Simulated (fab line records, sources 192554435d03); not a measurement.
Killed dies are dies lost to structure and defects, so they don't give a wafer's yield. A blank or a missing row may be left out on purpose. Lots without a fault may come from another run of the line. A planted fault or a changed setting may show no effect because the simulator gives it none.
Split-lot experiment | flow n5_finfet | 7 lots, 39 wafers read, on a route of 1938 steps

THE SPLIT
At N5_MOL_CONTACT_COAG_ETCH_91 (etches SOC in N2/H2, target depth 60 nm, overetch 21 nm, time 101.2 s), the setting time_s was moved away from the recipe's 101.2 s on 12 of the 39 wafers read, by -55.3% to +21.8%. The other wafers ran this setting at the recipe's value.

FROM THE SPLIT TO THE READING: what the file shows between them, 10 steps
- N5_MOL_CONTACT_COAG_STRIP_92: strips in N2/H2
- N5_MOL_CONTACT_COAG_STRIP_93: strips in N2/H2
- N5_MOL_CONTACT_COAG_VIA_ETCH_46: etches SiO2 in C4F6/O2, target depth 46 nm, overetch 9.2 nm, time 40 s
- N5_MOL_CONTACT_COAG_STRIP_96: strips in N2/H2
- N5_MOL_CONTACT_COAG_ETCH_47: etches SiNx in CH3F/O2, stops on W, target depth 27 nm
- N5_MOL_CONTACT_COAG_STRIP_119: strips in N2/H2, time 30 s
- N5_MOL_CONTACT_COAG_PRECLEAN_144: cleans in alkaline clean, time 60 s
- N5_MOL_CONTACT_COAG_STRIP_120: strips in CHF3
- N5_MOL_CONTACT_COAG_VIA_ETCH_117: etches SiO2 in C4F6/O2, target depth 40 nm, overetch 8 nm, time 26 s
- N5_MOL_CONTACT_COAG_ETCH_124: etches SiNx in CH3F/O2, stops on SiOC, target depth 6.5 nm

THE READING
oes_product_au, in a.u., at N5_MOL_CONTACT_COAG_ETCH_48 (etches SiOC in C4F6/O2, target depth 15 nm, overetch 4.5 nm, time 17 s). Fault-free wafers of this fab line usually give 0.70 a.u., standard deviation 0.057 a.u..

wafer  | tool, chamber at the split | time_s as run, s | against the recipe | oes_product_au, a.u. | against lot-mates on the recipe
L074.3 | rie_diel-03, 1             | 101.2            | recipe             | 0.76                 | -
L074.5 | rie_diel-03, 1             | 101.2            | recipe             | 0.68                 | -
L074.6 | rie_diel-03, 0             | 101.2            | recipe             | 0.68                 | -
L075.1 | rie_diel-06, 3             | 101.2            | recipe             | 0.75                 | -
L075.2 | rie_diel-06, 1             | 101.2            | recipe             | 0.58                 | -
L075.3 | rie_diel-06, 2             | 101.2            | recipe             | 0.67                 | -
L075.4 | rie_diel-06, 0             | 101.2            | recipe             | 0.62                 | -
L075.5 | rie_diel-06, 3             | 101.2            | recipe             | 0.55                 | -
L075.6 | rie_diel-06, 2             | 101.2            | recipe             | 0.66                 | -
L080.1 | rie_diel-01, 0             | 101.2            | recipe             | 0.71                 | -
L080.2 | rie_diel-01, 3             | 45.22            | -55.3%             | 0.33                 | -0.43
L080.3 | rie_diel-01, 1             | 45.22            | -55.3%             | 0.31                 | -0.45
L080.4 | rie_diel-01, 2             | 45.22            | -55.3%             | 0.31                 | -0.45
L080.5 | rie_diel-01, 1             | 101.2            | recipe             | 0.77                 | -
L080.6 | rie_diel-01, 0             | 101.2            | recipe             | 0.79                 | -
L081.1 | rie_diel-03, 2             | 101.2            | recipe             | 0.79                 | -
L081.2 | rie_diel-03, 1             | 101.2            | recipe             | 0.73                 | -
L081.3 | rie_diel-03, 3             | 101.2            | recipe             | 0.72                 | -
L081.4 | rie_diel-03, 0             | 101.2            | recipe             | 0.69                 | -
L081.5 | rie_diel-03, 1             | 101.2            | recipe             | 0.76                 | -
L081.6 | rie_diel-03, 0             | 101.2            | recipe             | 0.74                 | -
L088.1 | rie_diel-06, 1             | 101.2            | recipe             | 0.78                 | -
L088.2 | rie_diel-06, 2             | 101.2            | recipe             | 0.64                 | -
L088.3 | rie_diel-06, 3             | 101.2            | recipe             | 0.62                 | -
L088.4 | rie_diel-06, 0             | 56.2             | -44.5%             | 0.32                 | -0.36
L088.5 | rie_diel-06, 3             | 56.2             | -44.5%             | 0.32                 | -0.36
L088.6 | rie_diel-06, 0             | 56.2             | -44.5%             | 0.34                 | -0.34
L093.1 | rie_diel-03, 0             | 101.2            | recipe             | 0.73                 | -
L093.2 | rie_diel-03, 3             | 123.3            | +21.8%             | 0.77                 | +0.06
L093.3 | rie_diel-03, 2             | 123.3            | +21.8%             | 0.63                 | -0.08
L093.4 | rie_diel-03, 1             | 101.2            | recipe             | 0.75                 | -
L093.5 | rie_diel-03, 3             | 123.3            | +21.8%             | 0.74                 | +0.03
L093.6 | rie_diel-03, 0             | 101.2            | recipe             | 0.65                 | -
L094.1 | rie_diel-06, 2             | 64.62            | -36.1%             | 0.29                 | -0.44
L094.2 | rie_diel-06, 0             | 101.2            | recipe             | 0.69                 | -
L094.3 | rie_diel-06, 3             | 64.62            | -36.1%             | 0.31                 | -0.42
L094.4 | rie_diel-06, 1             | 101.2            | recipe             | 0.78                 | -
L094.5 | rie_diel-06, 3             | 101.2            | recipe             | 0.72                 | -
L094.6 | rie_diel-06, 0             | 64.62            | -36.1%             | 0.32                 | -0.41

THE FIT
A straight line over all 39 wafers: oes_product_au changes by +0.00733 a.u. for each +1% of time_s; r = +0.90; the points scatter about the line by 0.078 a.u..
The same after taking each lot's own level away (the mean of its wafers on the recipe; 39 wafers): +0.00769 a.u. for each +1%; r = +0.92; scatter 0.073 a.u..
On that fit, the largest move of time_s shifts the reading by 0.43 a.u..
The lots' own levels span 0.638 to 0.757 a.u., that is 2.1 times the standard deviation above.
So the lot-to-lot level changes the slope little: the two slopes agree.
Check: with one of the wafers moved furthest among these (-55.3%) left out of the fit, the line predicts -0.456 a.u. for it against its lot-mates. It came out at -0.427 a.u. against them.

OTHER SPLITS ON THESE WAFERS
These wafers also went through other splits before the reading. Each is held against what the fit with the lots' levels taken away leaves over:
other split on the same wafers     | wafers away from the commonest value | r with oes_product_au (lot level and that fit taken away)
N5_FIN_SAQP_HM_DEP_72 target_thk_a | 18                                   | -0.27
N5_FIN_CUT_CUT_ETCH_15 time_s      | 12                                   | -0.09

THE WHOLE CHAIN: every reading that the file lists as answering this split, in the file's order
step                         | what it does                                                           | reading                                                                                   | change (the file's fit)                                                          | r (the file's)
N5_MOL_CONTACT_COAG_ETCH_91  | etches SOC in N2/H2, target depth 60 nm, overetch 21 nm, time 101.2 s  | etch.depth_nm (the simulator's own value, which no gauge read)                            | +0.332 nm for each +1% of the setting                                            | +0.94
N5_MOL_CONTACT_COAG_ETCH_91  | etches SOC in N2/H2, target depth 60 nm, overetch 21 nm, time 101.2 s  | SiARC_of_MOL_CONTACT_COAG_COAT_76.thk_nm (the simulator's own value, which no gauge read) | -0.0451 nm for each +1% of the setting                                           | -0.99
N5_MOL_CONTACT_COAG_ETCH_47  | etches SiNx in CH3F/O2, stops on W, target depth 27 nm                 | etch_rf_on_time_s                                                                         | withheld for each +1% of the setting                                             | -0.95
N5_MOL_CONTACT_COAG_ETCH_47  | etches SiNx in CH3F/O2, stops on W, target depth 27 nm                 | etch.over_etch_s (the simulator's own value, which no gauge read)                         | not straight: 0 at the lowest setting, 5.172 at the recipe, 5.088 at the highest | not given
N5_MOL_CONTACT_COAG_ETCH_124 | etches SiNx in CH3F/O2, stops on SiOC, target depth 6.5 nm             | oes_product_au                                                                            | +0.00818 a.u. for each +1% of the setting                                        | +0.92
N5_MOL_CONTACT_COAG_ETCH_48  | etches SiOC in C4F6/O2, target depth 15 nm, overetch 4.5 nm, time 17 s | oes_product_au                                                                            | +0.00807 a.u. for each +1% of the setting                                        | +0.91

THE FILE'S OWN FIT
oes_product_au changes by +0.00807 a.u. for each +1% of time_s, r = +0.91.
